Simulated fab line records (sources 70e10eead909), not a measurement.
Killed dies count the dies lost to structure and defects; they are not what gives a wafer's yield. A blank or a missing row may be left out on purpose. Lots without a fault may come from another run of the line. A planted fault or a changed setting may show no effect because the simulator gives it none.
Chamber matching | flow nand_harc | NHARC_A_CONTACT_ETCH_88 on rie_diel-07 has 4 sister chambers
The step etches the open film in CF4, target depth 39 nm, time 65 s. 14 wafers are shown with their chamber, then 7 later ones without.

## WAFERS, EACH WITH ITS CHAMBER
wafer  | chamber | drypump_motor_current_A (A) | showerhead_plenum_p_Torr (Torr) | throttle_valve_pct (%)
L688.2 | 0       | 6.14                        | 1.84                            | 13.308
L688.5 | 1       | 5.92                        | 1.84                            | 13.288
L688.6 | 0       | 6.16                        | 1.84                            | 13.284
L689.2 | 3       | 6.25                        | 1.81                            | 13.280
L689.3 | 2       | 6.07                        | 1.89                            | 13.272
L689.6 | 3       | 6.23                        | 1.81                            | 13.289
L690.1 | 0       | 6.16                        | 1.84                            | 13.277
L690.3 | 3       | 6.24                        | 1.81                            | 13.276
L690.6 | 2       | 6.10                        | 1.89                            | 13.292
L702.1 | 2       | 6.06                        | 1.89                            | 13.278
L702.2 | 1       | 5.90                        | 1.83                            | 13.282
L702.3 | 3       | 6.26                        | 1.80                            | 13.281
L700.3 | 2       | 6.08                        | 1.89                            | 13.265
L700.4 | 0       | 6.16                        | 1.83                            | 13.296

SIGNATURES (means of the wafers above)
reading                  | chamber 0 | chamber 1 | chamber 2 | chamber 3 | scatter within a chamber
drypump_motor_current_A  | 6.1550    | 5.9100    | 6.0775    | 6.2450    | 0.0137
showerhead_plenum_p_Torr | 1.8375    | 1.8350    | 1.8900    | 1.8075    | 0.00447
throttle_valve_pct       | 13.29125  | 13.28500  | 13.27675  | 13.28150  | 0.0103
Rule: distance of a wafer from a chamber = root of the sum over the readings of ((wafer's reading minus chamber's mean) / reading's scatter) squared. The wafer belongs to the nearest chamber; if the next one is less than 2 further off, it can't be placed. The scatter is the square root of a quotient: the sum, over the shown wafers, of each reading's squared deviation from its chamber's mean, divided by wafers minus chambers.

## WAFERS WITH NO CHAMBER GIVEN
wafer  | drypump_motor_current_A (A) | showerhead_plenum_p_Torr (Torr) | throttle_valve_pct (%)
L700.6 | 6.04                        | 1.89                            | 13.281
L701.2 | 5.91                        | 1.83                            | 13.284
L701.4 | 5.92                        | 1.83                            | 13.286
L701.5 | 6.27                        | 1.80                            | 13.289
L707.2 | 6.12                        | 1.83                            | 13.274
L707.3 | 6.04                        | 1.89                            | 13.288
L707.6 | 6.23                        | 1.80                            | 13.277

## CHAMBER TAKEN BY EACH
wafer  | from the rows above | in truth
L700.6 | 2                   | 2
L701.2 | 1                   | 1
L701.4 | 1                   | 1
L701.5 | 3                   | 3
L707.2 | 0                   | 0
L707.3 | 2                   | 2
L707.6 | 3                   | 3
Correctly placed: 7 of 7. Number that these rows cannot place: 0. Placed wrongly: 0.
